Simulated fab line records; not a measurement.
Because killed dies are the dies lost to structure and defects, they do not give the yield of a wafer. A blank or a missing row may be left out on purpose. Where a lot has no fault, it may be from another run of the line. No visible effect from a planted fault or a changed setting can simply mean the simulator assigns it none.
Matching of chambers :: flow nand harc :: rie si-04 running NHARC_A_CHANNEL_FILL_D1_ETCHBACK_19: 4 sister chambers
The step etches the open film in HBr/Cl2, target depth 5 nm, time 1.7 s. 8 wafers are shown with their chamber, then 7 later ones without.

## WAFERS, EACH WITH ITS CHAMBER
wafer: L078.5
chamber: 3
oes product au (a.u.): 0.990
rf fwd power W (W): 389.9

wafer: L076.2
chamber: 2
oes product au (a.u.): 0.990
rf fwd power W (W): 391.2

wafer: L076.3
chamber: 0
oes product au (a.u.): 0.994
rf fwd power W (W): 390.3

wafer: L076.5
chamber: 0
oes product au (a.u.): 0.996
rf fwd power W (W): 391.5

wafer: L088.3
chamber: 3
oes product au (a.u.): 0.986
rf fwd power W (W): 391.7

wafer: L088.5
chamber: 1
oes product au (a.u.): 1.005
rf fwd power W (W): 392.2

wafer: L090.1
chamber: 2
oes product au (a.u.): 0.997
rf fwd power W (W): 390.3

wafer: L090.3
chamber: 1
oes product au (a.u.): 1.020
rf fwd power W (W): 390.8

## WAFERS WITH NO CHAMBER GIVEN
wafer: L090.4
oes product au (a.u.): 0.991
rf fwd power W (W): 391.2

wafer: L094.1
oes product au (a.u.): 0.993
rf fwd power W (W): 392.0

wafer: L094.2
oes product au (a.u.): 0.990
rf fwd power W (W): 391.0

wafer: L094.3
oes product au (a.u.): 0.981
rf fwd power W (W): 391.0

wafer: L096.3
oes product au (a.u.): 0.997
rf fwd power W (W): 389.7

wafer: L096.4
oes product au (a.u.): 0.994
rf fwd power W (W): 391.2

wafer: L096.6
oes product au (a.u.): 0.998
rf fwd power W (W): 389.4

## THE CHAMBER EACH PASSED THROUGH
wafer: L090.4
from the rows above: can't be placed: 2 or 3 or 0
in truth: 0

wafer: L094.1
from the rows above: can't be placed: 0 or 2 or 3
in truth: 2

wafer: L094.2
from the rows above: can't be placed: 3 or 2 or 0
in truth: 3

wafer: L094.3
from the rows above: can't be placed: 3 or 2 or 0
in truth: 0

wafer: L096.3
from the rows above: can't be placed: 2 or 0 or 3 or 1
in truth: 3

wafer: L096.4
from the rows above: can't be placed: 0 or 2 or 3
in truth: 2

wafer: L096.6
from the rows above: can't be placed: 2 or 0 or 3 or 1
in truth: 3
Correctly placed: 0 of 7. These rows do not allow placing 7 (true chamber among the candidates in 7). Number placed wrongly: 0.
How it was worked out, from the rows above alone: a wafer's distance from a chamber is the root of the sum, over the readings, of the square of ((its reading less the chamber's mean) divided by the reading's scatter). If the next closest chamber is less than 2 further off than the closest, the wafer can't be placed; otherwise it belongs to the closest. A chamber's mean is the mean of its shown wafers. The scatter: the root of (the sum of the squares of (reading less its chamber's mean) over the shown wafers, divided by (wafers less chambers)).
